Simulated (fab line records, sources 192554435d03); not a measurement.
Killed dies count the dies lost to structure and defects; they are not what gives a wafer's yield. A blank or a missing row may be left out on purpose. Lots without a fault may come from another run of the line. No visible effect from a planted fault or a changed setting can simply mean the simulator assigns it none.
fab line records | flow n5-finfet
record: lots: 6 wafers: 14 last-day: 16
route steps=1938 shown BEOL_M3@1001 BEOL_M4@1021 PASSIVATION@1936
lots with no fault: from the same line, run without faults
start-h: hours from the record's first day to the start of the lot's first wafer shown | wait-h: time in hours since the lot's previous step | " same as the row above | L1.1+2: several wafers, shown together as one row | - no value present, or no start provided | * or withheld: withheld | < > ~ a bound
route shown NAME@n: NAME is a module with steps in the file, n the number in the route of the first one | usual: the fault-free wafers' mean and standard deviation | same: alike in all rows | chamber/n: place in a boat | sites: each site's reading | _std_site: standard deviation across them | _edge_site: inner sites' mean taken away from outer sites' mean | radius-mm: how far each site lies from the wafer's centre | mask NAME#n: copy n | behind: tool/chamber where the wafer was last shaped | hold: reason for holding the lot/hours on hold/outcome of the hold | device: whichever transistor did not switch (one of n, p or np) | end of line: the same wafers' tests at the end of the route | a step without rows: its recipe alone | killed: dies lost to structure and defects at the first sort, not the wafer's yield | map: a wafer's dies, x killed, . not, _ none there
set.NAME: the setting the step ran with; set.NAME@STEP: the setting that earlier step ran with | model.NAME: the simulator's own value behind a step, which no gauge read
lots at selected steps of the route; one table per step, one row per wafer
services: from which hour (start-h, from the record's first day; less than 0 if before it) a tool's chamber was out of use, for how many hours, and why
== steps ==
step: N5_BEOL_M3_ANNEAL_87
recipe: temp-c: 400 time-s: 240 ambient: vacuum
step: N5_BEOL_M3_SPUTTER_88
recipe: material: Cu target-thk-a: 45 temp-c: -20 chamber-pressure-pa: 0.07 power-w: withheld time-s: 8.29
step: N5_BEOL_M3_ANNEAL_89
recipe: temp-c: 400 time-s: 240 ambient: vacuum
step: N5_BEOL_M3_SPUTTER_90
recipe: material: Cu target-thk-a: 45 temp-c: -20 chamber-pressure-pa: 0.07 power-w: withheld time-s: 8.29
step: N5_BEOL_M3_ANNEAL_91
recipe: temp-c: 400 time-s: 240 ambient: vacuum
usual: heater-power-w: 823/62
columns lot.wafer tool chamber start-h wait-h heater-power-w
L470.1 pvd-sputter-01 - 168.02 0.0 766
L470.2 " - " " 908
L470.3 " - " " 772
L476.3 pvd-sputter-03 - 202.16 0.0 815
L476.5 " - " " 889
L480.2 pvd-sputter-02 - 231.33 0.0 714
L480.4 " - " " 743
L482.1 pvd-sputter-01 - 253.58 0.0 867
L482.2 " - " " 774
L482.5 " - " " 787
L485.2 pvd-sputter-01 - 262.67 0.0 852
L485.3 " - " " 771
L487.1 pvd-sputter-01 - 265.99 0.0 753
L487.6 " - " " 740
step: N5_BEOL_M3_SPUTTER_92
recipe: material: Cu target-thk-a: 45 temp-c: -20 chamber-pressure-pa: 0.07 power-w: withheld time-s: 8.29
usual: throttle-valve-pct: 29.8/0.89
columns lot.wafer tool chamber start-h wait-h throttle-valve-pct
L470.1 pvd-sputter-01 - 168.16 0.1 27.9
L470.2 " - " " 29.9
L470.3 " - " " 30.4
L476.3 pvd-sputter-03 - 202.30 0.1 29.2
L476.5 " - " " 30.6
L480.2 pvd-sputter-02 - 231.47 0.1 30.2
L480.4 " - " " 29.2
L482.1 pvd-sputter-01 - 253.72 0.1 29.4
L482.2 " - " " 28.2
L482.5 " - " " 30.5
L485.2 pvd-sputter-01 - 262.81 0.1 29.1
L485.3 " - " " 30.3
L487.1 pvd-sputter-01 - 266.13 0.1 28.3
L487.6 " - " " 28.3
step: N5_BEOL_M3_ANNEAL_93
recipe: temp-c: 400 time-s: 240 ambient: vacuum
usual: heater-power-w: 822/61
columns lot.wafer tool chamber start-h wait-h heater-power-w
L470.1 pvd-sputter-01 - 168.24 0.0 768
L470.2 " - " " 893
L470.3 " - " " 812
L476.3 pvd-sputter-03 - 202.38 0.0 827
L476.5 " - " " 881
L480.2 pvd-sputter-02 - 231.55 0.0 715
L480.4 " - " " 763
L482.1 pvd-sputter-01 - 253.80 0.0 856
L482.2 " - " " 743
L482.5 " - " " 795
L485.2 pvd-sputter-01 - 262.89 0.0 894
L485.3 " - " " 767
L487.1 pvd-sputter-01 - 266.21 0.0 734
L487.6 " - " " 757
step: N5_BEOL_M3_SPUTTER_94
recipe: material: Cu target-thk-a: 45 temp-c: -20 chamber-pressure-pa: 0.07 power-w: withheld time-s: 8.29
step: N5_BEOL_M3_ANNEAL_95
recipe: temp-c: 400 time-s: 240 ambient: vacuum
step: N5_BEOL_M3_SPUTTER_96
recipe: material: Cu target-thk-a: 45 temp-c: -20 chamber-pressure-pa: 0.07 power-w: withheld time-s: 8.29
step: N5_BEOL_M3_ECD_50
recipe: material: Cu target-thk-a: 3000
step: N5_BEOL_M3_ANNEAL_51
recipe: temp-c: 225 time-s: 90 ambient: N2
step: N5_BEOL_M3_CMP_52
recipe: stop-on: SiOC t-overpolish-s: 6.8 down-force-psi: 1 platen-rpm: 50 clearing-platen-down-force-psi: 1.5 clearing-platen-rpm: 50 post-cmp-clean: cu-alkaline target-thk-nm: 40 clearing-platen-pad-velocity-m-s: 0.99484 pad-velocity-m-s: 0.99484
usual: barrier-field-endpoint-s: 24.9/0.89 motor-current-A: 6.3/0.58 overpolish-run-s: 6.799/0.0097 retaining-ring-pressure-frac: 1.000/0.0052 time-to-endpoint-s: 64/4.5
columns lot.wafer tool chamber start-h wait-h barrier-field-endpoint-s motor-current-A overpolish-run-s retaining-ring-pressure-frac time-to-endpoint-s
L470.1 cmp-01 1 169.09 0.3 24.2 7.5 6.785 0.991 65
L470.2 " 2 " " 23.9 5.2 6.791 1.001 58
L470.3 " 3 " " 24.6 7.1 6.798 0.999 63
L476.3 cmp-01 1 203.30 0.2 24.4 7.8 6.806 0.999 60
L476.5 " 0 " " 23.7 6.2 6.801 1.001 59
L480.4 cmp-04 3 232.41 0.1 26.5 6.0 6.806 0.993 69
L480.2 " 2 " " 25.5 6.1 6.788 0.999 67
L482.1 cmp-01 2 254.65 0.3 24.3 5.3 6.803 1.007 58
L482.2 " 3 " " 25.1 6.8 6.803 1.007 64
L482.5 " 3 " " 25.2 6.7 6.801 1.004 62
L485.3 cmp-01 1 263.79 0.2 24.3 7.6 6.794 0.992 59
L485.2 " 3 " " 41.1 6.5 0.052 0.999 82
L487.1 cmp-01 3 267.18 0.4 41.1 6.6 0.034 0.992 81
L487.6 " 1 " " 25.4 7.2 6.807 0.996 62
step: N5_BEOL_M3_THK_MEAS_53
recipe: thk-meas-gauge: xrf reads: Cu_of_BEOL_M3_ECD_50
usual: M3_THK: 41.4/2
columns lot.wafer tool chamber start-h wait-h M3_THK[nm]
L470.1 film-metro-02 - 169.39 - 38.8
L470.2 " - " " 37.8
L470.3 " - " " 40.0
L476.3 film-metro-02 - 203.52 - 39.0
L476.5 " - " " 38.8
L480.2 film-metro-02 - 232.70 - 42.4
L480.4 " - " " 45.1
L482.1 film-metro-01 - 254.95 - 38.3
L482.2 " - " " 41.2
L482.5 " - " " 44.0
L485.2 film-metro-02 - 264.05 - 155.6
L485.3 " - " " 41.9
L487.1 film-metro-01 - 267.36 - 154.8
L487.6 " - " " 42.7
step: N5_BEOL_M3_PRE_CLEAN_60
recipe: gas: NH3/H2 time-s: 15 temp-c: * rf-power-w: 300
step: N5_BEOL_M3_CO_CAP_55
recipe: material: Co target-thk-a: 20 temp-c: 200 precursor: CCTBA/H2 pressure-torr: 30 time-s: 102.1
step: N5_BEOL_M3_PRE_CLEAN_56
recipe: gas: NH3 time-s: 15 temp-c: withheld rf-power-w: 300
step: N5_BEOL_M3_DEP_57
recipe: material: SiCN target-thk-a: 80 temp-c: withheld precursor: 3MS/NH3 pressure-torr: 3 rf-w: 202 time-s: 14
step: N5_BEOL_M3_INSPECT_59
recipe: inspect-instrument: darkfield mode: post-dep
usual: raw-defect-count: 76/23
columns lot.wafer tool chamber start-h wait-h raw-defect-count
L470.1 defect-inspect-01 - 169.67 0.0 79
L470.2 " - " " 60
L470.3 " - " " 79
L476.3 defect-inspect-02 - 203.87 0.0 68
L476.5 " - " " 61
L480.2 defect-inspect-01 - 232.99 0.0 97
L480.4 " - " " 122
L482.1 defect-inspect-02 - 255.23 0.0 125
L482.2 " - " " 80
L482.5 " - " " 75
L485.2 defect-inspect-01 - 264.33 0.0 4965
L485.3 " - " " 105
L487.1 defect-inspect-01 - 267.65 0.0 5033
L487.6 " - " " 36
step: N5_BEOL_M4_ILD_DEP_00
recipe: material: SiOC target-thk-a: 790 temp-c: 350 precursor: DEMS/O2 pressure-torr: 5 rf-w: 500 time-s: 15.3
usual: heater-power-w: 465/60 showerhead-plenum-p-Torr: 5.698/0.013 throttle-valve-pct: 12.0/0.65
columns lot.wafer tool chamber start-h wait-h heater-power-w showerhead-plenum-p-Torr throttle-valve-pct
L470.1 pecvd-01 1 169.71 0.0 414 5.702 13.1
L470.2 " 2 " " 466 5.698 11.5
L470.3 " 0 " " 533 5.706 12.6
L476.3 pecvd-03 0 203.90 0.0 445 5.691 11.6
L476.5 " 2 " " 380 5.682 11.0
L480.2 pecvd-01 2 233.02 0.0 435 5.711 11.6
L480.4 " 1 " " 455 5.702 13.1
L482.1 pecvd-04 1 255.27 0.0 488 5.673 12.3
L482.2 " 2 " " 512 5.723 11.3
L482.5 " 2 " " 520 5.748 11.4
L485.3 pecvd-01 0 264.39 0.1 496 5.704 12.8
L487.6 pecvd-03 1 267.70 0.0 364 5.702 12.0
step: N5_BEOL_M4_THK_MEAS_01
recipe: reads: SiOC_of_BEOL_M4_ILD_DEP_00
usual: M4_ILD_THK: 78.7/0.98
columns lot.wafer tool chamber start-h wait-h M4_ILD_THK[nm]
L470.1 film-metro-02 - 169.78 0.0 77.7
L470.2 " - " " 78.5
L470.3 " - " " 77.7
L476.3 film-metro-01 - 203.97 0.1 77.2
L476.5 " - " " 78.6
L480.2 film-metro-01 - 233.09 0.1 78.1
L480.4 " - " " 78.4
L482.1 film-metro-01 - 255.34 0.0 78.6
L482.2 " - " " 77.6
L482.5 " - " " 79.6
L485.3 film-metro-02 - 264.46 0.1 80.5
L487.6 film-metro-02 - 267.76 0.0 78.3
step: N5_BEOL_M4_PECVD_72
recipe: material: SiO2 target-thk-a: 160 temp-c: 400 precursor: TEOS/O2 pressure-torr: 5.5 rf-w: 450 teos-flow-sccm: 53.8 gas: O2 flow-sccm: 3000 time-s: 18
step: N5_BEOL_M4_HM_DEP_02
recipe: material: TiN target-thk-a: 200 temp-c: 25 chamber-pressure-pa: 0.49996
usual: throttle-valve-pct: 30.0/0.94
columns lot.wafer tool chamber start-h wait-h throttle-valve-pct
L470.1 pvd-sputter-01 - 172.46 2.6 30.0
L470.2 " - " " 28.6
L470.3 " - " " 29.1
L476.3 pvd-sputter-02 - 204.08 0.0 30.8
L476.5 " - " " 29.3
L480.2 pvd-sputter-01 - 234.16 1.0 28.3
L480.4 " - " " 28.8
L482.1 pvd-sputter-03 - 256.47 1.1 30.3
L482.2 " - " " 30.1
L482.5 " - " " 30.4
L485.3 pvd-sputter-01 - 264.55 0.0 28.2
L487.6 pvd-sputter-02 - 268.82 1.0 29.3
step: N5_BEOL_M4_COAT_61
recipe: resist: SOC temp-c: 250 time-s: 60 spin-rpm: 1500 resist-thk-nm: 60
step: N5_BEOL_M4_COAT_62
recipe: resist: SiARC temp-c: 220 time-s: 60 spin-rpm: 1500 resist-thk-nm: 12
step: N5_BEOL_M4_COAT_73
recipe: resist: underlayer temp-c: 205 time-s: 60 spin-rpm: 1500 resist-thk-nm: 5
step: N5_BEOL_M4_COAT_05
recipe: resist: CAR-EUV spin-rpm: 1500 resist-thk-nm: 30
step: N5_BEOL_M4_EBR_07
recipe: solvent: PGMEA ebr-width-mm: 1.5
step: N5_BEOL_M4_SOFTBAKE_06
recipe: temp-c: 110 time-s: 60 resist: CAR-EUV
step: N5_BEOL_M4_EXPOSE_08
recipe: mask-id: M4 na: 0.33 source-shape: dipole sigma-inner: 0.369 sigma-outer: 0.767 polarization: unpolarized dose-mj: 41.25
step: N5_BEOL_M4_PEB_09
recipe: peb-temp-c: 100 peb-time-s: 60 resist: CAR-EUV
step: N5_BEOL_M4_DEVELOP_10
recipe: develop-time-s: 30 developer: TMAH resist: CAR-EUV rinse-liquid: surfactant-rinse dry: air-spin dev-temp-c: 23
step: N5_BEOL_M4_CD_MEAS_11
recipe: target-cd-nm: 16.79 landing-energy-ev: 500 detector: se-inlens polarity: opening
usual: cd-nm: 16.89/0.23
columns lot.wafer tool chamber start-h wait-h cd-nm
L470.1 cd-sem-02 0 172.85 - 17.04
L470.2 " 0 " " 17.02
L470.3 " 0 " " 17.05
L476.3 cd-sem-02 0 204.53 - 16.76
L476.5 " 0 " " 16.92
L480.2 cd-sem-03 0 234.78 - 16.72
L480.4 " 0 " " 17.11
L482.1 cd-sem-02 0 256.87 - 16.66
L482.2 " 0 " " 16.81
L482.5 " 0 " " 17.07
L485.3 cd-sem-01 0 264.94 - 16.73
L487.6 cd-sem-02 0 269.29 - 17.10
step: N5_BEOL_M4_OVL_MEAS_12
recipe: points-per-wafer: 522
usual: M4_OVL: 0.6/0.59
columns lot.wafer tool chamber start-h wait-h M4_OVL[nm]
L470.1 overlay-02 0 172.88 0.0 1.5
L470.2 " 0 " " 1.0
L470.3 " 0 " " 1.6
L476.3 overlay-01 0 204.57 0.0 0.5
L476.5 " 0 " " 0.7
L480.2 overlay-01 0 234.81 0.0 0.5
L480.4 " 0 " " 0.8
L482.1 overlay-01 0 256.90 0.0 0.6
L482.2 " 0 " " 0.3
L482.5 " 0 " " 0.1
L485.3 overlay-02 0 264.98 0.0 0.1
L487.6 overlay-01 0 269.35 0.1 1.2
step: N5_BEOL_M4_INSPECT_13
recipe: mode: adi inspect-instrument: brightfield
usual: raw-defect-count: 435/92
columns lot.wafer tool chamber start-h wait-h raw-defect-count
L470.1 defect-inspect-02 - 172.94 0.1 378
L470.2 " - " " 343
L470.3 " - " " 415
L476.3 defect-inspect-01 - 204.62 0.0 486
L476.5 " - " " 345
L480.2 defect-inspect-02 - 234.87 0.0 534
L480.4 " - " " 488
L482.1 defect-inspect-02 - 256.95 0.1 460
L482.2 " - " " 410
L482.5 " - " " 373
L485.3 defect-inspect-01 - 265.04 0.1 437
L487.6 defect-inspect-02 - 269.38 0.0 328
step: N5_BEOL_M4_DESCUM_16
recipe: chemistry: O2 time-s: 7 source-power-w: 50 bias-power-w: 20 pressure-mtorr: 20 rf-frequency-hz: 2.712e+07 temp-c: 40 resist: CAR-EUV o2-flow-sccm: 225
step: N5_BEOL_M4_ETCH_74
recipe: chemistry: N2/H2 target: underlayer target-depth-a: 65 mask-material: CAR-EUV time-s: 5.2 ion-energy-ev: 200 pressure-mtorr: 30 source-w: 840 bias-w: 150 n2-flow-sccm: 200 h2-flow-sccm: 200 ends: cleared
step: N5_BEOL_M4_ETCH_63
recipe: chemistry: CF4 target: SiARC target-depth-a: 156 mask-material: CAR-EUV time-s: 26 ion-energy-ev: 80 pressure-mtorr: 40 source-w: 545 bias-w: 36 Ar_flow_sccm: 100 cf4-flow-sccm: 100 ends: cleared
step: N5_BEOL_M4_ETCH_64
recipe: chemistry: N2/H2 target: SOC target-depth-a: 750 overetch-a: 225 mask-material: SiARC temp-c: 40 time-s: 121.9 ion-energy-ev: 200 pressure-mtorr: 30 source-w: 840 bias-w: 150 n2-flow-sccm: 200 h2-flow-sccm: 200
step: N5_BEOL_M4_STRIP_65
recipe: chemistry: N2/H2 temp-c: 40 n2-flow-sccm: 200 h2-flow-sccm: 200 rf-frequency-hz: 6e+07
step: N5_BEOL_M4_STRIP_75
recipe: chemistry: N2/H2 temp-c: 40 n2-flow-sccm: 200 h2-flow-sccm: 200 rf-frequency-hz: 6e+07
step: N5_BEOL_M4_RC_MEAS_101
usual: DIBL_N: 36.0/2 DIBL_P: 35.9/2.5 IOFF_N: 0.16/0.038 IOFF_P: 0.21/0.04 ION_N: 675/14 ION_P: 462/9.4 SS_N: 71.5/0.75 SS_P: 73.2/0.74 VT_N: 250/3.9 VT_P: -251/3.2
columns lot.wafer tool chamber start-h wait-h DIBL_N[mV/V] DIBL_P[mV/V] IOFF_N[nA/um] IOFF_P[nA/um] ION_N[uA/um] ION_P[uA/um] SS_N[mV/dec] SS_P[mV/dec] VT_N[mV] VT_P[mV]
L470.1 prober-01 0 182.19 0.0 34.6 34.3 0.14 0.18 665 464 72.2 72.6 253 -252
L470.2 " 0 " " 36.5 36.9 0.17 0.21 683 469 71.4 73.5 251 -252
L470.3 " 0 " " 35.2 36.4 0.15 0.20 673 465 72.1 72.7 252 -251
L476.3 prober-01 0 216.57 0.3 36.9 36.2 0.16 0.19 664 446 72.3 73.2 251 -255
L476.5 " 0 " " 33.9 34.4 0.12 0.16 653 451 71.8 72.8 253 -258
L480.2 prober-01 0 243.06 0.2 35.5 33.9 0.15 0.19 667 450 72.2 72.3 248 -249
L480.4 " 0 " " 35.4 34.9 0.15 0.21 655 448 71.9 73.4 250 -250
L482.1 prober-01 0 267.94 0.0 36.5 35.5 0.16 0.18 661 451 71.1 72.7 249 -250
L482.2 " 0 " " 32.4 33.8 0.12 0.18 688 483 70.5 72.6 251 -251
L482.5 " 0 " " 35.1 36.1 0.15 0.20 675 463 70.7 72.5 248 -251
L485.3 prober-02 0 273.06 0.3 36.2 35.8 0.14 0.20 678 467 71.9 72.8 251 -249
L487.6 prober-01 0 277.33 0.8 34.8 36.1 0.13 0.19 671 464 71.2 73.0 255 -250
step: N5_PASSIVATION_PROBE_49
usual: defect-limited-yield: 91.3/1.5 killed_at_M0_to_M3: 33/12 killed_at_M4_up: 15/5.2 killed-at-contacts: 12/5.1 killed-at-front-end: 39/11 killed-at-other: 5/3.6 killed-dies: 103/18 killed-on-rim: 14/4.3 killed-open: 67/13 killed-short: 33/7.8 sort_bin_5_function: 5.1/0.96 sort_bin_6_memory: 3.2/0.71 sort-n-pass: 1077/18 sort-yield-pct: 91.3/1.5
same: gross-dies: 1180 killed-at-back-side: 0 sort_bin_4_leakage[%]: 0 sort_bin_8_speed[%]: 0
columns lot.wafer tool chamber start-h wait-h defect-limited-yield[%] killed_at_M0_to_M3 killed_at_M4_up killed-at-contacts killed-at-front-end killed-at-other killed-dies killed-on-rim killed-open killed-short sort_bin_5_function[%] sort_bin_6_memory[%] sort-n-pass sort-yield-pct[%]
L487.1 prober-02 - 379.33 0.0 0 1114 25 15 25 1 1180 152 59 25 4.1 2.8 0 0
L485.2 prober-01 - 383.37 0.1 0 1104 15 22 39 0 1180 152 80 25 5.1 3.8 0 0
killed by level:class
L487.1 BEOL_M3:area-cmp=1095 MOL_CONTACT_COAG:geometric-particle:open=12 BEOL_M4:geometric-particle:open=10 GATE_CUT:geometric-particle:short=8 STI_FIN_REVEAL:geometric-particle:open=6 BEOL_M1:geometric-particle:open=6 BEOL_M2:geometric-particle:open=4 ILD0:geometric-particle:open=3
L485.2 BEOL_M3:area-cmp=1075 MOL_CONTACT_COAG:geometric-particle:open=18 FIN_SAQP:geometric-particle:open=13 STI_FIN_REVEAL:geometric-particle:open=11 BEOL_M0_SAQP:geometric-particle:open=6 BEOL_M0_SAQP:geometric-particle:short=6 BEOL_M3:geometric-particle:open=5 BEOL_M5:geometric-particle:open=5
map L485.2 (x killed, . not)
_________________xxxxxxxxxxxx________________
______________xxxxxxxxxxxxxxxxxx_____________
___________xxxxxxxxxxxxxxxxxxxxxxxx__________
__________xxxxxxxxxxxxxxxxxxxxxxxxxx_________
________xxxxxxxxxxxxxxxxxxxxxxxxxxxxxx_______
_______xxxxxxxxxxxxxxxxxxxxxxxxxxxxxxxx______
______xxxxxxxxxxxxxxxxxxxxxxxxxxxxxxxxxx_____
_____xxxxxxxxxxxxxxxxxxxxxxxxxxxxxxxxxxxx____
____xxxxxxxxxxxxxxxxxxxxxxxxxxxxxxxxxxxxxx___
___xxxxxxxxxxxxxxxxxxxxxxxxxxxxxxxxxxxxxxxx__
___xxxxxxxxxxxxxxxxxxxxxxxxxxxxxxxxxxxxxxxx__
__xxxxxxxxxxxxxxxxxxxxxxxxxxxxxxxxxxxxxxxxxx_
__xxxxxxxxxxxxxxxxxxxxxxxxxxxxxxxxxxxxxxxxxx_
_xxxxxxxxxxxxxxxxxxxxxxxxxxxxxxxxxxxxxxxxxxxx
_xxxxxxxxxxxxxxxxxxxxxxxxxxxxxxxxxxxxxxxxxxxx
_xxxxxxxxxxxxxxxxxxxxxxxxxxxxxxxxxxxxxxxxxxxx
_xxxxxxxxxxxxxxxxxxxxxxxxxxxxxxxxxxxxxxxxxxxx
_xxxxxxxxxxxxxxxxxxxxxxxxxxxxxxxxxxxxxxxxxxxx
_xxxxxxxxxxxxxxxxxxxxxxxxxxxxxxxxxxxxxxxxxxxx
_xxxxxxxxxxxxxxxxxxxxxxxxxxxxxxxxxxxxxxxxxxxx
_xxxxxxxxxxxxxxxxxxxxxxxxxxxxxxxxxxxxxxxxxxxx
__xxxxxxxxxxxxxxxxxxxxxxxxxxxxxxxxxxxxxxxxxx_
__xxxxxxxxxxxxxxxxxxxxxxxxxxxxxxxxxxxxxxxxxx_
___xxxxxxxxxxxxxxxxxxxxxxxxxxxxxxxxxxxxxxxx__
___xxxxxxxxxxxxxxxxxxxxxxxxxxxxxxxxxxxxxxxx__
____xxxxxxxxxxxxxxxxxxxxxxxxxxxxxxxxxxxxxx___
_____xxxxxxxxxxxxxxxxxxxxxxxxxxxxxxxxxxxx____
______xxxxxxxxxxxxxxxxxxxxxxxxxxxxxxxxxx_____
_______xxxxxxxxxxxxxxxxxxxxxxxxxxxxxxxx______
________xxxxxxxxxxxxxxxxxxxxxxxxxxxxxx_______
__________xxxxxxxxxxxxxxxxxxxxxxxxxx_________
___________xxxxxxxxxxxxxxxxxxxxxxxx__________
______________xxxxxxxxxxxxxxxxxx_____________
_________________xxxxxxxxxxxx________________
map L487.1 (x killed, . not)
_________________xxxxxxxxxxxx________________
______________xxxxxxxxxxxxxxxxxx_____________
___________xxxxxxxxxxxxxxxxxxxxxxxx__________
__________xxxxxxxxxxxxxxxxxxxxxxxxxx_________
________xxxxxxxxxxxxxxxxxxxxxxxxxxxxxx_______
_______xxxxxxxxxxxxxxxxxxxxxxxxxxxxxxxx______
______xxxxxxxxxxxxxxxxxxxxxxxxxxxxxxxxxx_____
_____xxxxxxxxxxxxxxxxxxxxxxxxxxxxxxxxxxxx____
____xxxxxxxxxxxxxxxxxxxxxxxxxxxxxxxxxxxxxx___
___xxxxxxxxxxxxxxxxxxxxxxxxxxxxxxxxxxxxxxxx__
___xxxxxxxxxxxxxxxxxxxxxxxxxxxxxxxxxxxxxxxx__
__xxxxxxxxxxxxxxxxxxxxxxxxxxxxxxxxxxxxxxxxxx_
__xxxxxxxxxxxxxxxxxxxxxxxxxxxxxxxxxxxxxxxxxx_
_xxxxxxxxxxxxxxxxxxxxxxxxxxxxxxxxxxxxxxxxxxxx
_xxxxxxxxxxxxxxxxxxxxxxxxxxxxxxxxxxxxxxxxxxxx
_xxxxxxxxxxxxxxxxxxxxxxxxxxxxxxxxxxxxxxxxxxxx
_xxxxxxxxxxxxxxxxxxxxxxxxxxxxxxxxxxxxxxxxxxxx
_xxxxxxxxxxxxxxxxxxxxxxxxxxxxxxxxxxxxxxxxxxxx
_xxxxxxxxxxxxxxxxxxxxxxxxxxxxxxxxxxxxxxxxxxxx
_xxxxxxxxxxxxxxxxxxxxxxxxxxxxxxxxxxxxxxxxxxxx
_xxxxxxxxxxxxxxxxxxxxxxxxxxxxxxxxxxxxxxxxxxxx
__xxxxxxxxxxxxxxxxxxxxxxxxxxxxxxxxxxxxxxxxxx_
__xxxxxxxxxxxxxxxxxxxxxxxxxxxxxxxxxxxxxxxxxx_
___xxxxxxxxxxxxxxxxxxxxxxxxxxxxxxxxxxxxxxxx__
___xxxxxxxxxxxxxxxxxxxxxxxxxxxxxxxxxxxxxxxx__
____xxxxxxxxxxxxxxxxxxxxxxxxxxxxxxxxxxxxxx___
_____xxxxxxxxxxxxxxxxxxxxxxxxxxxxxxxxxxxx____
______xxxxxxxxxxxxxxxxxxxxxxxxxxxxxxxxxx_____
_______xxxxxxxxxxxxxxxxxxxxxxxxxxxxxxxx______
________xxxxxxxxxxxxxxxxxxxxxxxxxxxxxx_______
__________xxxxxxxxxxxxxxxxxxxxxxxxxx_________
___________xxxxxxxxxxxxxxxxxxxxxxxx__________
______________xxxxxxxxxxxxxxxxxx_____________
_________________xxxxxxxxxxxx________________
== services ==
columns tool chamber start-h hours kind
pecvd-04 2 146.14 10.2 scheduled-down
pvd-sputter-02 - 166.21 1.9 repair
cmp-01 - 170.88 0.9 repair
cmp-01 - 175.34 1.2 repair
cmp-01 - 181.64 5.3 repair
pvd-sputter-03 - 186.93 2.6 repair
cmp-01 - 189.61 2.0 repair
pecvd-04 2 202.38 - clean
pecvd-04 2 202.38 - consumable-replace:showerhead
pecvd-04 2 202.38 29.0 scheduled-down
pecvd-04 2 202.38 29.0 vent-cycle
pecvd-01 1 246.46 25.7 repair
cmp-01 - 248.37 4.8 pm
pecvd-03 - 250.52 2.8 pm
pecvd-04 1 255.50 5.5 scheduled-down
pecvd-04 0 260.96 16.5 scheduled-down
== key ==
first-sign: step: N5_BEOL_M3_CMP_52 reading: overpolish-run-s direction: down sigmas: 99+ usual: 6.799 struck: 0.043
effect: step: N5_BEOL_M3_CMP_52 reading: barrier-field-endpoint-s direction: up sigmas: 18 usual: 24.9 struck: 41.1
effect: step: N5_BEOL_M3_THK_MEAS_53 reading: M3_THK direction: up sigmas: 58 usual: 41.4 struck: 155.2
effect: step: N5_BEOL_M3_INSPECT_59 reading: raw-defect-count direction: up sigmas: 99+ usual: 76 struck: 4999
effect: step: N5_PASSIVATION_PROBE_49 reading: killed_at_M0_to_M3 direction: up sigmas: 91 usual: 33 struck: 1109
more-kills-born-at: N5_BEOL_M3_CMP_52@cmp-01: 2170
met-at N5_BEOL_M3_CMP_52
struck-wafers L485.2,L487.1
later-rows-left-out L485.2,L487.1
onset-between 254.65 263.79
fault: kind: process-parameter-drift tool: cmp-01 chamber: - onset-h: 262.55 steps: N5_BEOL_M3_CMP_52 channel: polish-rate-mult offset: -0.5 shape: step end-h: 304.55 scope: struck-wafers-only
later-rows-left-out: the simulator's readings of these wafers behind a module that went badly wrong aren't trusted and aren't shown, but for the sort
